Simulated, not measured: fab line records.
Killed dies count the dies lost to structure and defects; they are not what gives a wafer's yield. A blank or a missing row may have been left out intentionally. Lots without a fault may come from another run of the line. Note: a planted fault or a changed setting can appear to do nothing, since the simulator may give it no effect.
Which tool is to blame? | flow nand-harc | 24 lots with 72 wafers sampled at 2 steps, on a route of 1302 steps

== WHAT EACH GAUGE READ, for each wafer ==
NHARC_P_GATE_CD_MEAS_26: the cd target is 120 nm.
lot  | measured     | on        | cd-nm (nm)
L074 | day 4 23:19  | cd-sem-03 | 119.6 119.2 120.2
L075 | day 5 15:20  | cd-sem-01 | 118.7 118.9 119.0
L076 | day 5 18:19  | cd-sem-03 | 120.5 120.1 120.4
L077 | day 6 10:16  | cd-sem-01 | 119.7 120.4 119.6
L078 | day 6 15:33  | cd-sem-01 | 119.4 120.1 120.2
L079 | day 7 08:16  | cd-sem-02 | 120.9 120.5 120.5
L080 | day 7 10:23  | cd-sem-03 | 119.5 120.1 119.9
L081 | day 8 01:26  | cd-sem-01 | 120.9 120.4 120.4
L082 | day 8 08:05  | cd-sem-02 | 118.8 120.0 118.7
L083 | day 8 23:14  | cd-sem-03 | 119.1 119.8 119.7
L084 | day 9 09:28  | cd-sem-01 | 119.1 119.0 120.2
L085 | day 9 17:26  | cd-sem-01 | 120.2 120.5 120.5
L086 | day 9 23:09  | cd-sem-01 | 119.7 119.1 120.1
L087 | day 10 10:58 | cd-sem-02 | 120.5 119.7 120.2
L088 | day 11 04:49 | cd-sem-03 | 120.2 120.8 121.1
L089 | day 11 05:35 | cd-sem-03 | 121.4 120.5 121.7
L090 | day 11 20:29 | cd-sem-02 | 119.8 119.5 120.2
L091 | day 12 14:25 | cd-sem-01 | 120.6 119.5 120.9
L092 | day 12 21:58 | cd-sem-02 | 120.3 120.1 120.7
L093 | day 13 03:41 | cd-sem-01 | 120.0 120.4 120.3
L094 | day 13 03:27 | cd-sem-01 | 119.6 119.3 119.7
L095 | day 13 15:25 | cd-sem-03 | 120.6 120.3 120.8
L097 | day 14 07:48 | cd-sem-01 | 120.3 119.5 119.1
L096 | day 14 07:58 | cd-sem-02 | 119.3 119.9 120.6

== WHAT TOOL EACH LOT RAN ON (gives the tool, then ch and the chambers of the sampled wafers, and finally the start) ==
lot  | NHARC_P_GATE_HM_DEP_102
L074 | acl-dep-01 ch 0, day 4 22:10
L075 | acl-dep-02 ch 0, day 5 14:00
L076 | acl-dep-03 ch 0, day 5 17:00
L077 | acl-dep-01 ch 0, day 6 08:54
L078 | acl-dep-02 ch 0, day 6 14:25
L079 | acl-dep-01 ch 0, day 7 07:14
L080 | acl-dep-02 ch 0, day 7 09:14
L081 | acl-dep-03 ch 0, day 7 23:37
L082 | acl-dep-03 ch 0, day 8 06:45
L083 | acl-dep-02 ch 0, day 8 21:38
L084 | acl-dep-02 ch 0, day 9 08:07
L085 | acl-dep-01 ch 0, day 9 16:11
L086 | acl-dep-02 ch 0, day 9 21:48
L087 | acl-dep-02 ch 0, day 10 09:49
L088 | acl-dep-01 ch 0, day 11 03:55
L089 | acl-dep-01 ch 0, day 11 04:14
L090 | acl-dep-01 ch 0, day 11 19:29
L091 | acl-dep-02 ch 0, day 12 13:12
L092 | acl-dep-01 ch 0, day 12 20:45
L093 | acl-dep-01 ch 0, day 13 02:20
L094 | acl-dep-03 ch 0, day 13 02:26
L095 | acl-dep-02 ch 0, day 13 14:17
L097 | acl-dep-01 ch 0, day 14 06:22
L096 | acl-dep-02 ch 0, day 14 06:22
- NHARC_P_GATE_HM_DEP_102: deposits aC, target thk 120 nm.

== WHAT THE TOOLS THEMSELVES READ (means of the sampled wafers that have a number; where no wafer has one, the mark that the record gives instead) ==
NHARC_P_GATE_HM_DEP_102.
lot  | tool       | throttle-valve-pct (%)
L074 | acl-dep-01 | 34.993
L075 | acl-dep-02 | 34.995
L076 | acl-dep-03 | 34.994
L077 | acl-dep-01 | 35.001
L078 | acl-dep-02 | 35.003
L079 | acl-dep-01 | 35.001
L080 | acl-dep-02 | 34.998
L081 | acl-dep-03 | 35.007
L082 | acl-dep-03 | 35.005
L083 | acl-dep-02 | 35.010
L084 | acl-dep-02 | 35.007
L085 | acl-dep-01 | 35.000
L086 | acl-dep-02 | 35.004
L087 | acl-dep-02 | 34.999
L088 | acl-dep-01 | 34.994
L089 | acl-dep-01 | 35.007
L090 | acl-dep-01 | 34.998
L091 | acl-dep-02 | 35.003
L092 | acl-dep-01 | 35.004
L093 | acl-dep-01 | 35.004
L094 | acl-dep-03 | 34.995
L095 | acl-dep-02 | 34.997
L097 | acl-dep-01 | 34.996
L096 | acl-dep-02 | 35.005

== THE ANSWER, worked out from the rows above alone ==
Rule: the usual values come from the lots themselves. Put in order of their means at a reading, lots are off if they are a third of the lots or fewer, leave a main group of 4 or more, and stand apart from it by a gap of 3 or more times the standard deviation of the main group's means; of several such gaps the widest counts. A main group is skipped when, at the precision printed for the reading in the tables above, its means are all equal. A lot without any number at a reading at which 4 lots or more have one is off too. Where the step has rows for the other lots, those lots are counted as sound. The gauges are gone through in route order, then the tools' own readings, and for those a lot's mean is taken as printed above. The first step at which some lot is off is used, and at that step the reading that is off furthest; a lot without a number counts as furthest.
No lot is off on any of the readings shown, so nothing can be concluded from this.

== WHAT THE SIMULATOR PUT IN ==
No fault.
